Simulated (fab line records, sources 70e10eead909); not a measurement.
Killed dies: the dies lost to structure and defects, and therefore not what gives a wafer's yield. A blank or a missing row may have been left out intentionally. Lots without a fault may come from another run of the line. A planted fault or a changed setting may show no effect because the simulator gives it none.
Which tool was responsible?	flow nand harc	38 wafers from 13 lots sampled at 3 of the route's 1302 steps

== WHAT THE GAUGES SHOWED, per wafer ==
NHARC_A_ONON_D2_THK_MEAS_02: measures by ellipsometry. Usual: thk nm 1000 nm, standard deviation 12.
lot	measured	on	thk nm (nm)	flag
L258	day 12 13:44	film metro-01	1007 1006 1007	
L259	day 12 23:46	film metro-02	1002 1001 1000	
L260	day 12 23:48	film metro-02	994 993 994	
L261	day 13 15:12	film metro-01	1001 1002 1002	
L263	day 14 11:01	film metro-02	1004 1006 1004	
L262	day 14 11:13	film metro-01	1020 1021 1019	
L265	day 15 09:10	film metro-01	998 997 1000	
L266	day 16 01:35	film metro-01	986 986 985	
L274	day 18 23:46	film metro-02	675 676	OFF
L278	day 20 23:37	film metro-01	992 994 994	
L279	day 21 04:30	film metro-01	985 988 987	
L280	day 21 16:56	film metro-01	1007 1008 1008	
L281	day 21 17:06	film metro-01	1012 1013 1014	

NHARC_END_SORT_01. Usual: killed at array 55, standard deviation 12; killed at other 1.0, standard deviation 1.2; killed at periphery 3.9, standard deviation 2.6; killed dies 60, standard deviation 12; killed open 3.3, standard deviation 1.9; killed short 2.5, standard deviation 1.8.
lot	measured	on	killed at array	killed at other	killed at periphery	killed dies	killed open	killed short	flag
L258	day 24 06:38	prober-02	37 50 36	1 0 1	9 7 8	47 57 45	0 6 4	1 3 1	
L261	day 25 10:31	prober-02	68 75 71	3 4 2	4 3 3	75 82 76	3 1 2	2 1 2	
L263	day 26 01:29	prober-02	46 37 42	0 0 1	2 4 6	48 41 49	5 6 5	2 3 4	
L262	day 25 16:46	prober-01	81 83 85	2 1 2	4 4 3	87 88 90	2 8 2	2 2 3	
L274	day 30 10:27	prober-02	672 670	1 0	4 7	677 677	1 4	4 0	OFF

== TOOL THAT RAN EACH LOT (tool first, then ch and the chambers of the sampled wafers, then the start) ==
lot	NHARC_A_ONON_D2_DEP_00
L258	pecvd onon-03 ch 0, day 12 13:17
L259	pecvd onon-02 ch 0, day 12 23:19
L260	pecvd onon-03 ch 0, day 12 23:21
L261	pecvd onon-02 ch 0, day 13 14:41
L263	pecvd onon-03 ch 0, day 14 10:34
L262	pecvd onon-02 ch 0, day 14 10:43
L265	pecvd onon-03 ch 0, day 15 08:39
L266	pecvd onon-03 ch 0, day 16 01:08
L274	pecvd onon-03 ch 0, day 18 23:19
L278	pecvd onon-02 ch 0, day 20 23:14
L279	pecvd onon-02 ch 0, day 21 03:59
L280	pecvd onon-03 ch 0, day 21 16:29
L281	pecvd onon-02 ch 0, day 21 16:43
- NHARC_A_ONON_D2_DEP_00: target thk 1000 nm.

== WHAT THE TOOLS THEMSELVES READ (means of the sampled wafers that have a number; where no wafer has one, the mark that the record gives instead) ==
NHARC_A_ONON_D2_DEP_00. Usual: n2o flow sccm 2001 sccm, standard deviation 6.4; susceptor temp C 400.03 C, standard deviation 0.18.
lot	tool	n2o flow sccm (sccm)	susceptor temp C (C)	flag
L258	pecvd onon-03	2001	400.17	
L259	pecvd onon-02	2000	400.25	
L260	pecvd onon-03	2004	399.98	
L261	pecvd onon-02	2002	399.96	
L263	pecvd onon-03	1987	399.98	
L262	pecvd onon-02	1996	400.30	
L265	pecvd onon-03	1996	400.23	
L266	pecvd onon-03	2007	400.00	
L274	pecvd onon-03	1996	399.89	
L278	pecvd onon-02	1996	400.26	
L279	pecvd onon-02	2006	400.06	
L280	pecvd onon-03	2003	399.95	
L281	pecvd onon-02	2005	400.01	

== THE ANSWER, worked out from the rows above alone ==
Rule: take the mean of a lot's wafers that have a number; if it is more than 3 standard deviations from the usual mean, the lot is off. A lot without any number at a reading at which 4 lots or more have one is off too. Any other lot the step has rows for is counted as sound. Order of review: gauges by route order, followed by the tools' own readings, for which a lot's mean as printed above is used. At the first step where some lot is off, the reading lying furthest off is the one used; lots without a number count as furthest.
Off: L274, at NHARC_A_ONON_D2_THK_MEAS_02 (thk nm).
If a tool, at a process step before that reading, ran all the lots that are off and no sound lot after the first of them, it fits. The gauges at NHARC_A_ONON_D2_THK_MEAS_02 aren't tried: what is off there is off at NHARC_END_SORT_01 too, on other tools, and a gauge's error can't cause that. Of those tried, none fits.

== WHAT THE SIMULATOR PUT IN ==
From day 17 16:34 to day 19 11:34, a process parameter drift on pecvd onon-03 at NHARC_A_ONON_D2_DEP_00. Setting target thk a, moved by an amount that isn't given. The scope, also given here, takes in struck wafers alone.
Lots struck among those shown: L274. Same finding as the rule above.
